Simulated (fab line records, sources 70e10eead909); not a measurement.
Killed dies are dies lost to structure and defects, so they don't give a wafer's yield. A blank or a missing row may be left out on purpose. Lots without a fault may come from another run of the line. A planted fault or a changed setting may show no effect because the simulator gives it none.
fab line records | flow nand_harc
record lots=11 wafers=33 last_day=33
route steps=1302 shown A_CONTACT@1057 END@1302
lots that met no fault: from a run of the same line without faults
start_h: hours from the record's first day to the start of the lot's first wafer shown | wait_h: hours since the lot's step before | " the same as in the row above | L1.1+2: a row that stands for several wafers | - no value, or no start given | * or withheld: withheld | < > ~ a bound
route shown NAME@n: a module of which the file shows steps, and the number in the route of the first | usual: mean/standard deviation of fault-free wafers | same: alike in all rows | chamber/n: place in a boat | sites: the reading at each site | _std_site: their standard deviation | _edge_site: outer sites' mean less inner sites' | radius_mm: how far each site lies from the wafer's centre | mask NAME#n: copy n | behind: the tool/chamber that last shaped the wafer | hold: why the lot was held/for how many hours/how that ended | device: the transistor (n, p or np) that didn't switch | end of line: the same wafers' tests at the end of the route | a step without rows: its recipe alone | killed: dies lost to structure and defects at the first sort, not the wafer's yield | map: a wafer's dies, x killed, . not, _ none there
set.NAME: the setting as run; set.NAME@STEP: as run at that earlier step | model.NAME: the simulator's own value behind a step, which no gauge read
steps of the route over a sample of lots; a table a step, a row a wafer
services: from which hour (start_h, from the record's first day; less than 0 if before it) a tool's chamber was out of use, for how many hours, and why
## steps
# step NHARC_A_CONTACT_ETCH_91
# recipe target_depth_a=400 over_etch_frac=0.5 time_s=85.7 ion_energy_ev=120 ch3f_flow_sccm=50 o2_flow_sccm=30 ar_flow_sccm=200 rf_w=500 bias_w=100 chemistry=CH3F/O2
# usual bias_w=100.0/0.3 ch3f_flow_sccm=49.99/0.13 chamber_pressure_mTorr=25.003/0.023 drypump_motor_current_A=5.7/0.44 oes_product_au=0.927/0.028 rf_vpp_V=243.8/1.4 showerhead_plenum_p_Torr=2.42/0.082 throttle_valve_pct=20.664/0.0091
# columns lot.wafer tool chamber start_h wait_h bias_w ch3f_flow_sccm chamber_pressure_mTorr drypump_motor_current_A oes_product_au rf_hours_counter_h rf_vpp_V showerhead_plenum_p_Torr throttle_valve_pct
L430.3 rie_diel-01 0 510.99 0.5 99.7 50.14 24.993 5.9 0.915 43 244.1 2.48 20.674
L430.4 " 1 " " 99.8 49.98 25.058 5.7 0.938 40 245.7 2.53 20.658
L430.6 " 3 " " 99.9 50.08 24.993 6.3 0.921 - 242.4 2.30 20.665
L435.1 rie_diel-06 3 571.79 0.7 100.4 49.89 25.000 5.8 0.909 11 243.5 2.42 20.660
L435.6 " 0 " " 100.1 49.99 24.987 6.1 0.902 - 243.1 2.34 20.674
L435.4 " 1 " " 100.1 49.96 25.036 4.9 0.900 - 242.1 2.39 20.654
L431.6 rie_diel-06 3 578.47 0.4 99.8 49.81 25.012 5.9 0.913 - 244.2 2.42 20.670
L431.4 " 0 " " 99.1 50.12 24.998 6.1 0.918 - 243.1 2.34 20.666
L431.5 " 1 " " 99.8 50.04 24.941 4.8 0.910 - 244.1 2.39 20.661
L437.1 rie_diel-06 3 604.30 0.7 100.2 49.99 24.989 5.9 0.907 18 244.5 2.42 20.673
L437.2 " 1 " " 100.3 49.87 25.002 4.9 0.902 18 243.4 2.39 20.653
L437.6 " 3 " " 99.7 49.91 25.007 5.9 0.906 - 243.1 2.42 20.658
L438.1 rie_diel-06 2 621.24 0.7 99.3 50.16 24.994 5.8 0.926 15 242.7 2.36 20.665
L438.6 " 1 " " 99.7 50.03 24.972 4.8 0.925 - 243.4 2.39 20.682
L438.5 " 2 " " 99.7 49.94 25.012 5.9 0.919 - 242.3 2.36 20.656
L444.2 rie_diel-13 0 662.47 0.7 100.1 49.80 25.028 5.9 0.922 44 245.0 2.49 20.681
L444.4 " 1 " " 100.4 49.97 24.990 5.6 0.925 46 243.1 2.51 20.653
L444.3 " 3 " " 100.4 50.00 24.969 5.1 0.935 43 241.4 2.30 20.662
L446.1 rie_diel-06 3 672.63 0.7 99.8 49.79 25.005 5.9 0.988 0 245.0 2.42 20.670
L446.2 " 0 " " 100.7 50.00 25.022 6.1 0.997 0 244.1 2.33 20.667
L446.5 " 2 " " 100.4 49.94 25.011 5.8 1.001 - 242.8 2.35 20.657
L445.2 rie_diel-01 3 688.59 0.8 100.1 49.89 24.973 6.3 1.010 41 242.4 2.28 20.683
L445.5 " 0 " " 100.0 50.11 24.962 5.9 0.986 - 245.9 2.46 20.673
L445.6 " 1 " " 100.0 49.79 25.020 5.6 1.016 - 244.5 2.50 20.655
L448.3 rie_diel-13 1 694.59 0.6 100.2 49.98 24.989 5.6 0.906 53 245.0 2.51 20.666
L448.4 " 3 " " 99.9 49.85 25.007 5.1 0.922 51 240.7 2.29 20.674
L448.6 " 2 " " 99.5 49.77 25.034 6.0 0.911 - 246.0 2.57 20.659
L449.3 rie_diel-06 3 729.08 0.6 99.9 49.92 24.971 5.9 0.914 9 244.3 2.41 20.657
L449.5 " 3 " " 100.2 49.78 25.006 5.9 0.910 - 243.5 2.41 20.669
L449.6 " 0 " " 100.2 49.84 24.971 6.1 0.922 - 243.0 2.33 20.653
L451.3 rie_diel-06 3 738.81 0.5 99.5 50.11 25.011 5.9 0.911 10 243.5 2.41 20.653
L451.4 " 0 " " 100.0 50.26 25.052 6.1 0.924 10 242.1 2.33 20.672
L451.5 " 1 " " 99.6 49.93 24.968 4.9 0.921 - 242.4 2.38 20.676
# step NHARC_A_CONTACT_ETCH_135
# recipe source_w=withheld pressure_mtorr=20 bias_v=1200 time_s=311 target_depth_a=19120 ar_flow_sccm=withheld c4f8_flow_sccm=withheld o2_flow_sccm=withheld chemistry=C4F8/O2/Ar
# usual chamber_pressure_mTorr=20.001/0.017 oes_air_line_au=1.004/0.021
# columns lot.wafer tool chamber start_h wait_h chamber_pressure_mTorr oes_air_line_au rf_hours_counter_h
L430.4 har_cap_etch-02 0 517.83 0.2 19.984 1.008 -
L430.3 " 1 " " 20.020 1.007 -
L430.6 " 1 " " 20.028 1.024 -
L435.1 har_cap_etch-01 0 582.03 0.2 19.998 1.011 11
L435.4 " 1 " " 20.008 1.002 -
L435.6 " 0 " " 19.982 0.981 -
L431.4 har_cap_etch-03 1 584.02 0.2 20.040 0.976 -
L431.6 " 0 " " 20.013 1.017 -
L431.5 " 1 " " 20.035 0.979 -
L437.1 har_cap_etch-02 0 609.43 0.2 - - -
L437.2 " 1 " " - - -
L437.6 " 0 " " - - -
L438.1 har_cap_etch-02 0 627.06 0.2 - - -
L438.5 " 1 " " - - -
L438.6 " 0 " " - - -
L444.2 har_cap_etch-01 0 667.83 0.2 19.999 1.048 27
L444.3 " 1 " " 20.018 1.000 -
L444.4 " 0 " " 20.055 1.033 -
L446.1 har_cap_etch-02 0 682.51 0.2 19.998 0.968 115
L446.2 " 1 " " 20.008 0.993 115
L446.5 " 0 " " 20.007 1.005 -
L445.2 har_cap_etch-03 1 693.98 0.2 20.015 0.976 79
L445.6 " 0 " " 19.990 0.973 -
L445.5 " 1 " " 19.989 1.007 -
L448.3 har_cap_etch-01 0 699.99 0.2 19.965 1.015 -
L448.4 " 1 " " 19.982 1.013 -
L448.6 " 1 " " 19.990 1.037 -
L449.3 har_cap_etch-02 1 734.34 0.2 20.011 1.007 -
L449.6 " 1 " " 19.982 1.006 -
L449.5 " 0 " " 19.992 0.975 -
L451.3 har_cap_etch-02 0 743.88 0.2 20.011 0.976 -
L451.4 " 1 " " 19.973 1.036 -
L451.5 " 0 " " 19.989 0.997 -
# step NHARC_A_CONTACT_ETCH_137
# recipe source_w=withheld pressure_mtorr=20 bias_v=1200 time_s=311 target_depth_a=19120 ar_flow_sccm=withheld c4f8_flow_sccm=withheld o2_flow_sccm=withheld chemistry=C4F8/O2/Ar
# usual chamber_pressure_mTorr=19.998/0.018 oes_air_line_au=1.004/0.017
# columns lot.wafer tool chamber start_h wait_h chamber_pressure_mTorr oes_air_line_au rf_hours_counter_h
L430.4 har_cap_etch-02 0 518.37 0.2 20.021 1.048 -
L430.3 " 1 " " 20.010 1.021 -
L430.6 " 1 " " 19.996 0.985 -
L435.1 har_cap_etch-01 0 582.57 0.2 20.009 0.989 11
L435.4 " 1 " " 19.994 1.021 -
L435.6 " 0 " " 20.011 0.975 -
L431.4 har_cap_etch-03 1 584.56 0.2 20.007 1.010 -
L431.6 " 0 " " 19.972 1.013 -
L431.5 " 1 " " 19.999 0.995 -
L437.1 har_cap_etch-02 0 609.97 0.2 20.002 0.993 101
L437.2 " 1 " " 19.983 1.020 101
L437.6 " 0 " " 19.965 0.994 -
L438.1 har_cap_etch-02 0 627.61 0.2 19.984 0.990 103
L438.5 " 1 " " 19.991 1.022 -
L438.6 " 0 " " 19.980 0.989 -
L444.2 har_cap_etch-01 0 668.37 0.2 20.015 1.032 28
L444.3 " 1 " " 19.993 1.015 -
L444.4 " 0 " " 19.970 1.027 -
L446.1 har_cap_etch-02 0 683.04 0.2 20.005 0.995 116
L446.2 " 1 " " 20.002 1.027 116
L446.5 " 0 " " 19.977 0.992 -
L445.2 har_cap_etch-03 1 694.52 0.2 19.980 1.025 79
L445.6 " 0 " " 20.005 0.981 -
L445.5 " 1 " " 19.989 1.013 -
L448.3 har_cap_etch-01 0 700.54 0.2 19.978 0.997 -
L448.4 " 1 " " 19.991 0.986 -
L448.6 " 1 " " 20.034 0.992 -
L449.3 har_cap_etch-02 1 734.89 0.2 20.025 0.999 -
L449.6 " 1 " " 20.021 1.002 -
L449.5 " 0 " " 19.997 0.979 -
L451.3 har_cap_etch-02 0 744.43 0.2 20.015 1.007 -
L451.4 " 1 " " 19.994 0.988 -
L451.5 " 0 " " 19.980 1.012 -
# step NHARC_A_CONTACT_ETCH_138
# recipe source_w=withheld pressure_mtorr=20 bias_v=1200 time_s=311 target_depth_a=19140 ar_flow_sccm=withheld c4f8_flow_sccm=withheld o2_flow_sccm=withheld chemistry=C4F8/O2/Ar
# usual chamber_pressure_mTorr=19.999/0.018 oes_air_line_au=1.001/0.022
# columns lot.wafer tool chamber start_h wait_h chamber_pressure_mTorr oes_air_line_au rf_hours_counter_h
L430.4 har_cap_etch-02 0 518.64 0.2 19.991 0.986 -
L430.3 " 1 " " 19.985 1.006 -
L430.6 " 1 " " 20.046 0.989 -
L435.1 har_cap_etch-01 0 582.84 0.2 19.997 1.001 12
L435.4 " 1 " " 19.988 1.009 -
L435.6 " 0 " " 19.984 0.987 -
L431.4 har_cap_etch-03 1 584.84 0.2 20.001 0.975 -
L431.6 " 0 " " 19.999 0.990 -
L431.5 " 1 " " 19.986 0.990 -
L437.1 har_cap_etch-02 0 610.24 0.2 19.997 1.019 102
L437.2 " 1 " " 19.991 0.991 102
L437.6 " 0 " " 20.020 0.992 -
L438.1 har_cap_etch-02 0 627.88 0.2 20.045 1.003 103
L438.5 " 1 " " 20.020 1.018 -
L438.6 " 0 " " 20.004 0.966 -
L444.2 har_cap_etch-01 0 668.64 0.2 19.986 1.011 28
L444.3 " 1 " " 19.987 0.996 -
L444.4 " 0 " " 20.025 0.997 -
L446.1 har_cap_etch-02 0 683.32 0.2 19.991 0.973 116
L446.2 " 1 " " 20.013 1.017 116
L446.5 " 0 " " 20.031 0.987 -
L445.2 har_cap_etch-03 1 694.79 0.2 19.956 1.014 79
L445.6 " 0 " " 19.990 0.985 -
L445.5 " 1 " " 20.015 0.982 -
L448.3 har_cap_etch-01 0 700.81 0.2 19.984 0.981 -
L448.4 " 1 " " 20.006 1.010 -
L448.6 " 1 " " 19.993 0.994 -
L449.3 har_cap_etch-02 1 735.17 0.2 19.987 1.048 -
L449.6 " 1 " " 20.024 1.038 -
L449.5 " 0 " " 20.004 0.985 -
L451.3 har_cap_etch-02 0 744.70 0.2 19.993 1.003 -
L451.4 " 1 " " 19.996 1.007 -
L451.5 " 0 " " 19.983 0.987 -
# step NHARC_END_SORT_01
# recipe temp_c=25
# usual killed_at_array=54/21 killed_at_other=0.9/1.1 killed_at_periphery=3.5/2.5 killed_dies=58/21 killed_open=3.3/1.9 killed_short=2.6/1.8
# same gross_dies=677
# columns lot.wafer tool chamber start_h wait_h killed_at_array killed_at_other killed_at_periphery killed_dies killed_open killed_short
L437.1 prober-02 0 659.93 2.5 676 0 1 677 5 2
L437.2 prober-02 0 660.73 2.8 676 0 1 677 3 3
L437.6 prober-02 0 663.92 4.0 675 0 2 677 6 3
L438.1 prober-01 0 674.43 2.5 672 0 5 677 3 1
L438.5 prober-01 0 677.66 3.7 673 0 4 677 1 2
L438.6 prober-01 0 678.46 4.0 672 0 5 677 5 2
# killed by level:class
L437.1 A_CONTACT:area_etch=621 A_CHANNEL_HOLE_D1:chamber_film_flake=30 A_CHANNEL_HOLE_D2:chamber_film_flake=11 A_SLIT:chamber_film_flake=3 A_STAIRCASE:chamber_film_flake=2 A_BLC:chamber_film_flake=2 P_M2:geometric_particle:short=1 A_ONON_D1:geometric_particle:short=1
L437.2 A_CONTACT:area_etch=627 A_CHANNEL_HOLE_D1:chamber_film_flake=28 A_CHANNEL_HOLE_D2:chamber_film_flake=9 A_STAIRCASE:chamber_film_flake=2 A_BLC:chamber_film_flake=2 P_STI:geometric_particle:short=1 A_SOURCE_PLATE:geometric_particle:short=1 A_CHANNEL_FILL_D1:geometric_particle:short=1
L437.6 A_CONTACT:area_etch=620 A_CHANNEL_HOLE_D1:chamber_film_flake=31 A_CHANNEL_HOLE_D2:chamber_film_flake=9 A_ONON_D1:geometric_particle:open=2 A_CHANNEL_HOLE_D1:geometric_particle:short=2 A_CHANNEL_FILL_D1:chamber_film_flake=2 A_STAIRCASE:chamber_film_flake=2 P_CONTACT:geometric_particle:open=1
L438.1 A_CONTACT:area_etch=626 A_CHANNEL_HOLE_D1:chamber_film_flake=33 A_CONTACT:chamber_film_flake=5 P_ZERO_WELL:chamber_film_flake=2 A_STAIRCASE:chamber_film_flake=2 P_GATE:geometric_particle:open=1 P_M1:geometric_particle:open=1 A_CHANNEL_FILL_D2:geometric_particle:open=1
L438.5 A_CONTACT:area_etch=636 A_CHANNEL_HOLE_D1:chamber_film_flake=21 A_CONTACT:chamber_film_flake=6 A_SLIT:chamber_film_flake=5 A_CHANNEL_FILL_D2:chamber_film_flake=3 P_CONTACT:geometric_particle:short=1 P_M0:geometric_particle:open=1 A_STAIRCASE:geometric_particle:short=1
L438.6 A_CONTACT:area_etch=630 A_CHANNEL_HOLE_D1:chamber_film_flake=29 A_SLIT:chamber_film_flake=3 A_WL_FILL:chamber_film_flake=3 A_STAIRCASE:chamber_film_flake=2 P_M0:geometric_particle:open=1 P_M1:geometric_particle:short=1 P_M1:geometric_particle:open=1
## services
# columns tool chamber start_h hours kind
rie_diel-06 0 493.20 - clean
har_cap_etch-01 - 499.38 17.0 pm
har_cap_etch-01 0 499.38 17.0 vent_cycle
har_cap_etch-01 1 499.38 17.0 vent_cycle
har_cap_etch-01 0 516.38 - clean
har_cap_etch-01 0 516.38 - consumable_replace:focus_ring
har_cap_etch-01 1 516.38 - clean
rie_diel-13 3 517.00 2.9 repair
rie_diel-13 2 518.14 4.1 repair
rie_diel-13 - 520.08 9.0 pm
har_cap_etch-01 - 530.88 0.3 repair
rie_diel-01 - 557.83 9.0 pm
rie_diel-01 2 573.91 10.4 repair
rie_diel-13 - 586.75 0.2 repair
rie_diel-01 0 630.12 3.1 repair
har_cap_etch-03 - 632.38 0.8 repair
har_cap_etch-01 - 638.77 0.6 repair
har_cap_etch-03 - 642.38 2.3 repair
rie_diel-06 - 660.48 0.3 repair
rie_diel-06 - 661.31 9.0 pm
rie_diel-01 0 665.61 2.4 repair
rie_diel-06 1 670.89 15.1 repair
rie_diel-13 - 697.16 9.0 pm
rie_diel-01 - 734.83 9.0 pm
## key
first_sign step=NHARC_A_CONTACT_ETCH_135 reading=tool_record direction=missing
effect step=NHARC_END_SORT_01 reading=killed_at_array direction=up sigmas=29 usual=54 struck=674
more_kills_born_at NHARC_A_CONTACT_ETCH_135@har_cap_etch-02=3760
met_at NHARC_A_CONTACT_ETCH_135
struck_lots L437,L438
later_rows_left_out L437.1,L437.2,L437.6,L438.1,L438.5,L438.6
tester_left_out L437,L438
not_acting_at NHARC_A_CONTACT_ETCH_91,NHARC_A_CONTACT_ETCH_137,NHARC_A_CONTACT_ETCH_138
onset_between 517.83 609.43
fault kind=skipped_step_whole tool=har_cap_etch-02 chamber=- onset_h=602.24 steps=NHARC_A_CONTACT_ETCH_135 scope=struck_lots_only
# tester_left_out: of these lots the tester's yield and bins aren't shown, on N5 and GAA mostly nor the transistor test; their killed dies are dies lost to structure and defects alone, not to doping, threshold or leakage, so they don't give the yield
# later_rows_left_out: the simulator's readings of these wafers behind a module that went badly wrong aren't trusted and aren't shown, but for the sort
